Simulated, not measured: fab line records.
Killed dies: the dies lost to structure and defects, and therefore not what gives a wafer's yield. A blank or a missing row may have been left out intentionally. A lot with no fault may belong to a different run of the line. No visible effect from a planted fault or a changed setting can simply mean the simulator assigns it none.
fab line records	flow n5Finfet
record: lots: 7	wafers: 20	lastDay: 18
route steps=1938 shown BEOL_M9@1446 PASSIVATION@1936
lots untouched by any fault: they come from a run of this same line in which no faults occurred
startH: start of the lot's first displayed wafer, in hours after the record's first day	waitH: time in hours since the lot's previous step	" same as the row above	L1.1+2: a row that stands for several wafers	- no value, or no start was given	* or withheld: withheld	< > ~ a bound
route shown NAME@n: a module of which the file shows steps, and the number in the route of the first	usual: average and standard deviation across the fault-free wafers	same: alike in all rows	chamber/n: place in a boat	sites: per-site readings	_std_site: how widely they spread, as a standard deviation	_edge_site: mean of outer sites minus mean of inner sites	radiusMm: for every site, how far away it sits from the centre of the wafer	mask NAME#n: copy n	behind: the last tool/chamber to shape the wafer	hold: what put the lot on hold/how long, in hours/how the hold closed	device: whichever transistor did not switch (one of n, p or np)	end of line: tests of these same wafers at the route's end	for a step that has no rows: nothing shown but its recipe	killed: at the first sort, the dies lost to defects and structure; wafer yield is something else	map: a wafer's dies, marking killed ones x, the rest . and places with no die _
set.NAME: the setting that was run; set.NAME@STEP: the one run at that earlier step	model.NAME: the simulator's own value behind a step, which no gauge read
lots at some steps of the route; a table a step, a row a wafer
services: the hour from which a tool's chamber was out of use, counted from the record's first day as startH (under 0 if before that day), plus the number of hours and why
== steps ==
step: N5_BEOL_M9_TRENCH_ETCH_37
recipe: chemistry: C4F6/O2	targetDepthA: 1514.3	target: SiCOH_lowk	timeS: 49	ionEnergyEv: 250	pressureMtorr: 30	sourceW: 345	biasW: 185	Ar_flow_sccm: 300	C4F6_flow_sccm: 10	O2_flow_sccm: 10
step: N5_BEOL_M9_ETCH_41
recipe: chemistry: CH3F/O2	target: SiCN	targetDepthA: 366	taperDeg: 2	timeS: 70.1	ionEnergyEv: 120	maskMaterial: TiN	pressureMtorr: 30	sourceW: 395	biasW: 75	Ar_flow_sccm: 150	CH3F_flow_sccm: 30	O2_flow_sccm: 20
usual: drypumpMotorCurrentA: 5.8/0.33	oesProductAu: 0.81/0.089	rfVppV: 297.9/1.6	showerheadPlenumPTorr: 2.04/0.066	throttleValvePct: 16.30/0.22
lot.wafer	tool	chamber	startH	waitH	drypumpMotorCurrentA	oesProductAu	rfHoursCounterH	rfVppV	showerheadPlenumPTorr	throttleValvePct
L106.2	rieDiel-06	2	-	-	5.9	0.72	159	298.1	2.08	16.08
L106.3	"	3	"	"	5.9	0.81	94	296.0	1.94	16.64
L106.4	"	1	"	"	6.0	0.94	17	300.2	2.12	16.10
L114.3	rieDiel-06	2	-	-	5.9	0.72	160	299.1	2.08	16.10
L114.5	"	0	"	"	5.9	0.86	-	298.5	2.04	16.02
L114.6	"	3	"	"	5.9	0.81	-	295.5	1.94	16.65
L118.2	rieDiel-04	2	-	-	5.4	0.76	151	298.4	2.10	16.51
L118.4	"	1	"	"	5.8	0.96	7	297.7	1.97	16.13
L118.5	"	3	"	"	5.4	0.81	-	297.7	2.03	16.12
L120.4	rieDiel-06	1	-	-	5.9	0.91	36	299.5	2.11	16.16
L120.6	"	3	"	"	5.9	0.79	-	294.9	1.93	16.68
L121.1	rieDiel-02	1	-	-	5.9	0.70	193	298.3	1.98	16.61
L121.5	"	2	"	"	5.2	0.84	-	299.1	2.03	16.29
L121.6	"	1	"	"	5.9	0.71	-	296.9	1.98	16.59
L127.1	rieDiel-02	3	-	-	5.9	0.81	95	297.2	2.03	16.38
L127.5	"	0	"	"	6.6	0.92	-	300.7	2.13	16.09
L127.6	"	1	"	"	5.9	0.70	-	295.7	1.98	16.63
L129.1	rieDiel-06	1	-	-	6.0	0.89	50	300.6	2.11	16.17
L129.3	"	3	"	"	5.8	0.79	125	295.9	1.93	16.71
L129.6	"	2	"	"	5.9	0.69	-	298.6	2.07	16.14
step: N5_BEOL_M9_STRIP_80
recipe: chemistry: N2/H2	timeS: 10	powerW: 450	tempC: 40	pressureMtorr: 20	rfFrequencyHz: 6e+07	biasPowerW: 7	n2FlowSccm: 200	h2FlowSccm: 200
usual: drypumpMotorCurrentA: 5.8/0.33	oesProductAu: 0.81/0.087	rfVppV: 59.3/0.92	showerheadPlenumPTorr: 2.58/0.086	throttleValvePct: 23.7/0.33
lot.wafer	tool	chamber	startH	waitH	drypumpMotorCurrentA	oesProductAu	rfHoursCounterH	rfVppV	showerheadPlenumPTorr	throttleValvePct
L106.2	rieDiel-06	2	-	-	5.9	0.73	159	60.0	2.64	23.5
L106.3	"	3	"	"	5.9	0.81	94	59.2	2.46	24.4
L106.4	"	1	"	"	6.0	0.93	17	61.1	2.69	23.6
L114.3	rieDiel-06	2	-	-	6.0	0.72	160	61.0	2.64	23.4
L114.5	"	0	"	"	5.9	0.86	-	59.9	2.58	23.1
L114.6	"	3	"	"	5.9	0.81	-	60.2	2.46	24.4
L118.2	rieDiel-04	2	-	-	5.4	0.76	151	59.3	2.66	23.7
L118.4	"	1	"	"	5.8	0.97	7	58.6	2.50	23.6
L118.5	"	3	"	"	5.4	0.81	-	58.1	2.57	23.7
L120.4	rieDiel-06	1	-	-	6.0	0.91	36	57.9	2.69	23.7
L120.6	"	3	"	"	5.9	0.78	-	58.5	2.46	24.4
L121.1	rieDiel-02	1	-	-	5.9	0.71	193	59.3	2.52	24.2
L121.5	"	2	"	"	5.2	0.85	-	60.3	2.58	23.8
L121.6	"	1	"	"	5.9	0.71	-	58.9	2.52	24.2
L127.1	rieDiel-02	3	-	-	5.9	0.82	95	59.5	2.57	23.6
L127.5	"	0	"	"	6.6	0.93	-	59.3	2.69	23.6
L127.6	"	1	"	"	5.9	0.70	-	60.2	2.51	24.2
L129.1	rieDiel-06	1	-	-	6.0	0.88	50	58.9	2.68	23.7
L129.3	"	3	"	"	5.9	0.79	125	59.2	2.45	24.4
L129.6	"	2	"	"	6.0	0.71	-	58.7	2.63	23.5
step: N5_BEOL_M9_OCD_MEAS_38
usual: trenchDepthNm: 150/3.5
lot.wafer	tool	chamber	startH	waitH	trenchDepthNm
L106.2	ocd-01	-	264.13	-	146
L106.3	"	-	"	"	148
L106.4	"	-	"	"	152
L114.3	ocd-02	-	266.35	-	142
L114.5	"	-	"	"	151
L114.6	"	-	"	"	146
L118.2	ocd-01	-	303.72	-	151
L118.4	"	-	"	"	151
L118.5	"	-	"	"	154
L120.4	ocd-01	-	320.72	-	150
L120.6	"	-	"	"	147
L121.1	ocd-01	-	324.61	-	146
L121.5	"	-	"	"	147
L121.6	"	-	"	"	146
L127.1	ocd-01	-	365.54	-	148
L127.5	"	-	"	"	156
L127.6	"	-	"	"	147
L129.1	ocd-01	-	374.75	-	152
L129.3	"	-	"	"	151
L129.6	"	-	"	"	146
step: N5_BEOL_M9_HM_STRIP_39
recipe: chemistry: peroxideTinStrip	material: TiN	targetDepthA: 250	tempC: 50	timeS: 158
step: N5_BEOL_M9_SRD_40
recipe: timeS: 30	tempC: 23	rinseLiquid: diw	dry: ipaMarangoni
step: N5_BEOL_M9_PRECLEAN_42
recipe: chemistry: residueRemover	timeS: 60	tempC: 40
step: N5_BEOL_M9_SRD_43
recipe: timeS: 30	tempC: 23	rinseLiquid: diw	dry: ipaMarangoni
step: N5_BEOL_M9_CD_MEAS_35
recipe: targetCdNm: 70	targetCdYNm: 40	polarity: opening
usual: cdNm: 69.8/0.64
lot.wafer	tool	chamber	startH	waitH	cdNm
L106.2	cdSem-02	-	264.29	0.0	70.2
L106.3	"	-	"	"	69.6
L106.4	"	-	"	"	69.6
L114.3	cdSem-02	-	266.50	0.0	71.6
L114.5	"	-	"	"	69.7
L114.6	"	-	"	"	69.7
L118.2	cdSem-03	-	303.87	0.0	70.2
L118.4	"	-	"	"	69.7
L118.5	"	-	"	"	69.6
L120.4	cdSem-02	-	320.87	0.0	68.9
L120.6	"	-	"	"	69.5
L121.1	cdSem-02	-	324.76	0.0	69.6
L121.5	"	-	"	"	71.0
L121.6	"	-	"	"	70.6
L127.1	cdSem-02	-	365.69	0.0	69.3
L127.5	"	-	"	"	69.8
L127.6	"	-	"	"	70.4
L129.1	cdSem-02	-	374.90	0.0	68.4
L129.3	"	-	"	"	69.9
L129.6	"	-	"	"	69.0
step: N5_BEOL_M9_CURE_72
recipe: tempC: 370	timeS: 120	ambient: DMADMS/He	material: SiCOH_lowk
usual: lampPowerPct: 52.31/0.051	wafer_temp_C_max: 371.6/0.52
lot.wafer	tool	chamber	startH	waitH	lampPowerPct	wafer_temp_C_max
L106.2	uvCure-03	0	264.38	0.1	52.34	370.9
L106.3	"	0	"	"	52.38	370.9
L106.4	"	0	"	"	52.20	371.0
L114.3	uvCure-01	2	266.64	0.1	52.46	370.7
L114.5	"	2	"	"	52.41	370.9
L114.6	"	2	"	"	52.22	371.2
L118.2	uvCure-02	1	303.97	0.1	52.31	372.1
L118.4	"	1	"	"	52.33	371.9
L118.5	"	1	"	"	52.24	372.0
L120.4	uvCure-01	1	321.20	0.3	52.21	371.1
L120.6	"	1	"	"	52.35	371.1
L121.1	uvCure-02	1	324.81	0.0	52.30	372.1
L121.5	"	1	"	"	52.37	372.9
L121.6	"	1	"	"	52.44	372.8
L127.1	uvCure-01	2	365.77	0.1	52.34	371.3
L127.5	"	2	"	"	52.31	370.8
L127.6	"	2	"	"	52.31	371.3
L129.1	uvCure-03	1	374.94	0.0	52.35	372.4
L129.3	"	1	"	"	52.32	372.2
L129.6	"	1	"	"	52.27	372.3
step: N5_BEOL_M9_DEGAS_44
recipe: ambient: vacuum	tempC: 250	timeS: 60
step: N5_BEOL_M9_PRE_CLEAN_45
recipe: gas: H2/He	timeS: 30	tempC: 250
usual: heaterPowerW: 319/33
lot.wafer	tool	chamber	startH	waitH	heaterPowerW
L106.2	pvdSputter-02	-	264.69	0.0	372
L106.3	"	-	"	"	290
L106.4	"	-	"	"	381
L114.3	pvdSputter-02	-	267.03	0.0	294
L114.5	"	-	"	"	376
L114.6	"	-	"	"	372
L118.2	pvdSputter-03	-	304.36	0.0	279
L118.4	"	-	"	"	312
L118.5	"	-	"	"	323
L120.4	pvdSputter-03	-	321.72	0.0	322
L120.6	"	-	"	"	319
L121.1	pvdSputter-02	-	325.35	0.0	365
L121.5	"	-	"	"	289
L121.6	"	-	"	"	372
L127.1	pvdSputter-01	-	366.18	0.0	318
L127.5	"	-	"	"	320
L127.6	"	-	"	"	311
L129.1	pvdSputter-03	-	375.50	0.0	322
L129.3	"	-	"	"	291
L129.6	"	-	"	"	333
step: N5_BEOL_M9_ALD_74
recipe: material: TaN	targetThkA: 20	tempC: 275	aldPrecursorFamily: PDMAT	aldCoReactant: NH3	pressureTorr: 3	carrierFlowSccm: 1500	pulseTimeS: 2	purgeTimeS: 3	coReactantPurgeTimeS: 2	coReactantPulseTimeS: 3	aldCycles: 40	precursorVesselTempC: 75	precursorVesselPressureTorr: 26.25	precursorVesselCarrierSccm: 1000
usual: aldCycles: 40/0	heaterPowerW: 414/45
lot.wafer	tool	chamber	startH	waitH	aldCycles	heaterPowerW
L106.2	aldMetal-02	3	264.76	0.0	40	402
L106.3	"	2	"	"	40	442
L106.4	"	1	"	"	40	413
L114.3	aldMetal-04	3	267.10	0.0	40	354
L114.5	"	0	"	"	40	359
L114.6	"	1	"	"	40	499
L118.2	aldMetal-04	3	304.42	0.0	40	355
L118.4	"	0	"	"	36	360
L118.5	"	1	"	"	40	495
L120.4	aldMetal-04	0	321.78	0.0	36	355
L120.6	"	0	"	"	36	359
L121.1	aldMetal-04	3	325.88	0.5	40	343
L121.5	"	1	"	"	40	509
L121.6	"	0	"	"	36	349
L127.1	aldMetal-03	2	366.40	0.2	40	401
L127.5	"	1	"	"	40	372
L127.6	"	2	"	"	40	394
L129.1	aldMetal-03	1	375.69	0.2	40	384
L129.3	"	0	"	"	40	408
L129.6	"	0	"	"	40	406
step: N5_BEOL_M9_SURFACE_TREAT_79
recipe: gas: Ar	timeS: *	ionEnergyEv: *	ionCurrentMaCm2: 0.5	pressureMtorr: *	arFlowSccm: 30
usual: throttleValvePct: *
lot.wafer	tool	chamber	startH	waitH	throttleValvePct
L106.2	pvdSputter-02	-	265.11	0.2	*
L106.3	"	-	"	"	*
L106.4	"	-	"	"	*
L114.3	pvdSputter-01	-	267.49	0.3	*
L114.5	"	-	"	"	*
L114.6	"	-	"	"	*
L118.2	pvdSputter-01	-	306.08	1.5	*
L118.4	"	-	"	"	*
L118.5	"	-	"	"	*
L120.4	pvdSputter-01	-	322.12	0.2	*
L120.6	"	-	"	"	*
L121.1	pvdSputter-03	-	326.40	0.4	*
L121.5	"	-	"	"	*
L121.6	"	-	"	"	*
L127.1	pvdSputter-02	-	366.91	0.4	*
L127.5	"	-	"	"	*
L127.6	"	-	"	"	*
L129.1	pvdSputter-02	-	376.01	0.2	*
L129.3	"	-	"	"	*
L129.6	"	-	"	"	*
step: N5_PASSIVATION_PROBE_49
usual: defectLimitedYield: 91.7/1.5	killed_at_M0_to_M3: 32/10	killed_at_M4_up: 14/5.3	killedAtContacts: 13/5.7	killedAtFrontEnd: 37/10	killedAtOther: 3.3/2.5	killedDies: 98/18	killedOpen: 65/13	killedShort: 31/7.5	sort_bin_4_leakage: 0.00/0.0099	sort_bin_5_function: 4.9/0.91	sort_bin_6_memory: 3.1/0.71	sortNPass: 1082/18	sortYieldPct: 91.7/1.5
same: grossDies: 1180	killedAtBackSide: 0	sort_bin_8_speed[%]: 0
lot.wafer	tool	chamber	startH	waitH	defectLimitedYield[%]	killed_at_M0_to_M3	killed_at_M4_up	killedAtContacts	killedAtFrontEnd	killedAtOther	killedDies	killedOpen	killedShort	sort_bin_4_leakage[%]	sort_bin_5_function[%]	sort_bin_6_memory[%]	sortNPass	sortYieldPct[%]
L106.2	prober-01	-	331.82	0.1	89.2	18	18	17	74	1	128	88	36	0	6.5	3.8	1052	89.2
L106.3	prober-01	-	331.87	0.1	91.7	41	16	10	30	1	98	66	31	0	4.8	3.3	1082	91.7
L106.4	prober-01	-	331.92	0.2	92.3	20	21	16	33	1	91	54	32	0	4.9	2.2	1089	92.3
L114.3	prober-01	-	333.05	0.1	95.1	17	3	10	28	0	58	36	22	0	2.6	2.2	1122	95.1
L114.5	prober-01	-	333.15	0.2	92.1	41	15	12	23	2	93	70	23	0	5.3	2.5	1087	92.1
L114.6	prober-01	-	333.20	0.3	90.5	42	12	13	40	5	112	69	40	0	5.6	3.3	1068	90.5
L118.2	prober-02	-	360.53	0.1	89.3	51	13	16	45	1	126	86	36	0	6.8	3.4	1054	89.3
L118.4	prober-02	-	360.63	0.2	87.6	71	17	12	44	2	146	101	45	0	6.9	4.8	1034	87.6
L118.5	prober-02	-	360.68	0.2	90.7	41	15	16	35	3	110	72	35	0.08	5.5	3.5	1069	90.6
L120.4	prober-01	-	382.45	0.2	91.6	38	6	12	37	6	99	68	30	0	4.9	3.1	1081	91.6
L120.6	prober-01	-	382.55	0.3	89.4	47	9	9	58	2	125	79	38	0	6.4	3.2	1055	89.4
L121.1	prober-01	-	386.55	0.0	91.7	34	14	7	40	3	98	61	34	0	5.1	3.1	1082	91.7
L121.5	prober-01	-	386.75	0.2	92.5	29	10	4	42	3	88	52	31	0	4.2	2.7	1092	92.5
L121.6	prober-01	-	386.80	0.3	92.0	28	12	9	41	4	94	53	36	0	4.6	3.0	1086	92.0
L127.1	prober-02	-	428.47	0.0	91.4	26	21	8	42	4	101	69	32	0	5.4	2.7	1079	91.4
L127.5	prober-02	-	428.67	0.2	90.1	26	12	8	66	5	117	79	33	0	6.4	2.7	1063	90.1
L127.6	prober-02	-	428.72	0.3	90.7	39	12	12	35	12	110	79	31	0	5.8	3.1	1070	90.7
L129.1	prober-01	-	432.63	0.0	94.1	22	7	9	32	0	70	38	32	0	3.6	1.9	1110	94.1
L129.3	prober-01	-	432.73	0.1	92.7	22	13	23	27	1	86	61	25	0	4.2	2.9	1094	92.7
L129.6	prober-01	-	432.88	0.3	91.9	19	27	18	28	3	95	69	23	0	4.7	3.2	1085	91.9
killed by level:class
L106.2 STI_FIN_REVEAL:geometricParticle:open=28 MOL_CONTACT_COAG:geometricParticle:open=13 FIN_SAQP:geometricParticle:open=11 DUMMY_GATE:geometricParticle:open=11 FIN_SAQP:geometricParticle:short=9 STI_FIN_REVEAL:geometricParticle:short=7 BEOL_M4:geometricParticle:open=7 MOL_CONTACT_COAG:geometricParticle:short=4
L106.3 BEOL_M0_SAQP:geometricParticle:open=13 BEOL_M1:geometricParticle:open=10 BEOL_M4:geometricParticle:open=9 FIN_SAQP:geometricParticle:open=7 DUMMY_GATE:geometricParticle:open=7 MOL_CONTACT_COAG:geometricParticle:open=7 BEOL_M0_SAQP:geometricParticle:short=7 DUMMY_GATE:geometricParticle:short=4
L106.4 MOL_CONTACT_COAG:geometricParticle:open=11 BEOL_M4:geometricParticle:open=10 STI_FIN_REVEAL:geometricParticle:open=6 STI_FIN_REVEAL:geometricParticle:short=5 MOL_CONTACT_COAG:geometricParticle:short=5 HKMG_FIN:areaEtch=5 BEOL_M0_SAQP:geometricParticle:short=4 BEOL_M0_SAQP:geometricParticle:open=4
L114.3 MOL_CONTACT_COAG:geometricParticle:open=8 FIN_SAQP:geometricParticle:short=5 STI_FIN_REVEAL:geometricParticle:open=5 BEOL_M3:geometricParticle:open=5 BEOL_M0_SAQP:geometricParticle:short=4 STARTING-WAFER:geometricParticle:short=4 GATE_CUT:geometricParticle:open=3 FIN_SAQP:geometricParticle:open=2
L114.5 MOL_CONTACT_COAG:geometricParticle:open=11 BEOL_M0_SAQP:geometricParticle:open=11 BEOL_M4:geometricParticle:open=9 STI_FIN_REVEAL:geometricParticle:open=7 BEOL_M0_SAQP:geometricParticle:short=6 BEOL_M2:geometricParticle:open=6 BEOL_M3:geometricParticle:open=6 BEOL_M2:geometricParticle:short=5
L114.6 BEOL_M2:geometricParticle:open=17 MOL_CONTACT_COAG:geometricParticle:open=11 FIN_SAQP:geometricParticle:short=9 BEOL_M4:geometricParticle:open=8 STI_FIN_REVEAL:geometricParticle:open=7 BEOL_M0_SAQP:geometricParticle:short=7 STI_FIN_REVEAL:geometricParticle:short=6 BEOL_M0_SAQP:geometricParticle:open=6
L118.2 FIN_SAQP:geometricParticle:open=16 MOL_CONTACT_COAG:geometricParticle:open=14 BEOL_M0_SAQP:geometricParticle:short=12 BEOL_M0_SAQP:geometricParticle:open=10 FIN_SAQP:geometricParticle:short=9 STI_FIN_REVEAL:geometricParticle:open=9 BEOL_M1:geometricParticle:open=9 BEOL_M2:geometricParticle:open=7
L118.4 BEOL_M0_SAQP:geometricParticle:short=21 BEOL_M0_SAQP:geometricParticle:open=18 FIN_SAQP:geometricParticle:open=16 BEOL_M1:geometricParticle:open=13 MOL_CONTACT_COAG:geometricParticle:open=10 BEOL_M2:geometricParticle:open=10 BEOL_M4:geometricParticle:open=10 FIN_SAQP:geometricParticle:short=7
L118.5 FIN_SAQP:geometricParticle:open=16 MOL_CONTACT_COAG:geometricParticle:open=14 FIN_SAQP:geometricParticle:short=11 BEOL_M0:geometricParticle:open=10 BEOL_M0_SAQP:geometricParticle:open=10 BEOL_M0_SAQP:geometricParticle:short=9 BEOL_M1:geometricParticle:open=5 BEOL_M4:geometricParticle:open=5
L120.4 STI_FIN_REVEAL:geometricParticle:open=14 MOL_CONTACT_COAG:geometricParticle:open=8 BEOL_M3:geometricParticle:open=7 BEOL_M0_SAQP:geometricParticle:open=6 FIN_SAQP:geometricParticle:open=5 BEOL_M0_SAQP:geometricParticle:short=5 BEOL_M1:geometricParticle:open=5 DUMMY_GATE:geometricParticle:open=4
L120.6 STI_FIN_REVEAL:geometricParticle:open=14 DUMMY_GATE:geometricParticle:open=11 BEOL_M0_SAQP:geometricParticle:short=10 FIN_SAQP:geometricParticle:open=7 BEOL_M2:geometricParticle:open=7 BEOL_M0_SAQP:geometricParticle:open=7 FIN_SAQP:geometricParticle:short=6 MOL_CONTACT_COAG:geometricParticle:open=6
L121.1 FIN_SAQP:geometricParticle:short=11 DUMMY_GATE:geometricParticle:open=9 FIN_SAQP:geometricParticle:open=7 MOL_CONTACT_COAG:geometricParticle:open=5 BEOL_M0_SAQP:geometricParticle:open=5 BEOL_M1:geometricParticle:open=5 BEOL_M2:geometricParticle:open=5 STI_FIN_REVEAL:geometricParticle:open=4
L121.5 FIN_SAQP:geometricParticle:short=13 FIN_SAQP:geometricParticle:open=10 BEOL_M0_SAQP:geometricParticle:open=9 BEOL_M2:geometricParticle:open=9 DUMMY_GATE:geometricParticle:open=5 BEOL_M0_SAQP:geometricParticle:short=5 MOL_CONTACT_COAG:geometricParticle:open=3 BEOL_M3:geometricParticle:open=3
L121.6 FIN_SAQP:geometricParticle:open=13 FIN_SAQP:geometricParticle:short=8 BEOL_M0_SAQP:geometricParticle:open=8 BEOL_M0_SAQP:geometricParticle:short=7 MOL_CONTACT_COAG:geometricParticle:open=6 STARTING-WAFER:geometricParticle:short=4 DUMMY_GATE:geometricParticle:open=3 MOL_CONTACT_COAG:geometricParticle:short=3
L127.1 STI_FIN_REVEAL:geometricParticle:open=9 FIN_SAQP:geometricParticle:open=7 BEOL_M3:geometricParticle:open=6 BEOL_M1:geometricParticle:open=6 FIN_CUT:geometricParticle:short=5 DUMMY_GATE:geometricParticle:open=5 MOL_CONTACT_COAG:geometricParticle:open=5 FIN_SAQP:geometricParticle:short=4
L127.5 STI_FIN_REVEAL:geometricParticle:open=25 DUMMY_GATE:geometricParticle:open=12 STI_FIN_REVEAL:geometricParticle:short=8 MOL_CONTACT_COAG:geometricParticle:open=7 BEOL_M2:geometricParticle:open=7 BEOL_M1:geometricParticle:open=5 BEOL_M3:geometricParticle:short=4 BEOL_M5:geometricParticle:open=4
L127.6 STI_FIN_REVEAL:geometricParticle:open=19 BEOL_M2:geometricParticle:open=18 MOL_CONTACT_COAG:geometricParticle:open=9 BEOL_M2:geometricParticle:short=7 PASS1_CAP:geometricParticle:open=6 BEOL_M4:geometricParticle:open=5 GATE_CUT:geometricParticle:short=4 BEOL_M0_SAQP:geometricParticle:open=4
L129.1 MOL_CONTACT_COAG:geometricParticle:open=7 STARTING-WAFER:geometricParticle:short=7 DUMMY_GATE:geometricParticle:open=6 BEOL_M4:geometricParticle:open=5 ILD0:geometricParticle:short=5 BEOL_M0_SAQP:geometricParticle:short=5 BEOL_M1:geometricParticle:short=5 FIN_SAQP:geometricParticle:open=4
L129.3 MOL_CONTACT_COAG:geometricParticle:open=18 BEOL_M3:geometricParticle:open=8 BEOL_M0_SAQP:geometricParticle:open=6 DUMMY_GATE:geometricParticle:open=5 MOL_CONTACT_COAG:geometricParticle:short=5 BEOL_M4:geometricParticle:open=5 ILD0:geometricParticle:open=4 FIN_SAQP:geometricParticle:short=3
L129.6 MOL_CONTACT_COAG:geometricParticle:open=15 BEOL_M4:geometricParticle:open=15 BEOL_M3:geometricParticle:open=8 STI_FIN_REVEAL:geometricParticle:open=5 DUMMY_GATE:geometricParticle:open=4 BEOL_M4:geometricParticle:short=4 BEOL_M0_SAQP:geometricParticle:open=4 MOL_CONTACT_COAG:geometricParticle:short=3
== services ==
tool	chamber	startH	hours	kind
uvCure-01	-	250.88	7.5	pm
rieDiel-04	1	256.49	-	clean
rieDiel-04	1	256.49	-	consumableReplace:focusRing
rieDiel-04	1	256.49	17.6	scheduledDown
rieDiel-06	1	256.96	4.2	repair
rieDiel-02	0	265.89	-	clean
rieDiel-02	0	265.89	-	consumableReplace:focusRing
rieDiel-02	0	265.89	-	consumableReplace:showerhead
rieDiel-02	0	265.89	15.8	scheduledDown
rieDiel-02	0	265.89	15.8	ventCycle
aldMetal-04	-	288.36	2.1	repair
rieDiel-06	-	301.29	2.1	repair
aldMetal-03	-	308.78	2.8	pm
uvCure-03	-	310.08	2.0	repair
aldMetal-03	-	314.77	14.6	pm
uvCure-03	-	316.30	7.5	pm
uvCure-02	-	317.76	1.0	pm
uvCure-02	-	332.44	2.8	pm
aldMetal-02	-	337.28	14.0	pm
uvCure-03	-	344.29	6.5	repair
pvdSputter-03	-	350.34	3.1	repair
rieDiel-02	-	350.76	0.6	repair
aldMetal-02	-	368.48	6.0	pm
rieDiel-04	-	369.49	0.5	repair
== key ==
firstSign: step: N5_BEOL_M9_ALD_74	reading: aldCycles	direction: down	sigmas: 99+	usual: *	struck: *
effect none on later readings
metAt N5_BEOL_M9_ALD_74
struckWafers L118.4,L120.4,L120.6,L121.6
onsetBetween 267.10 304.42
fault: kind: processParameterDrift	tool: aldMetal-04	chamber: -	onsetH: 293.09	steps: N5_BEOL_M9_ALD_74	channel: aldCycles	offset: *	shape: step	endH: 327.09	scope: struckWafersOnly	actsIn: *	stated: *
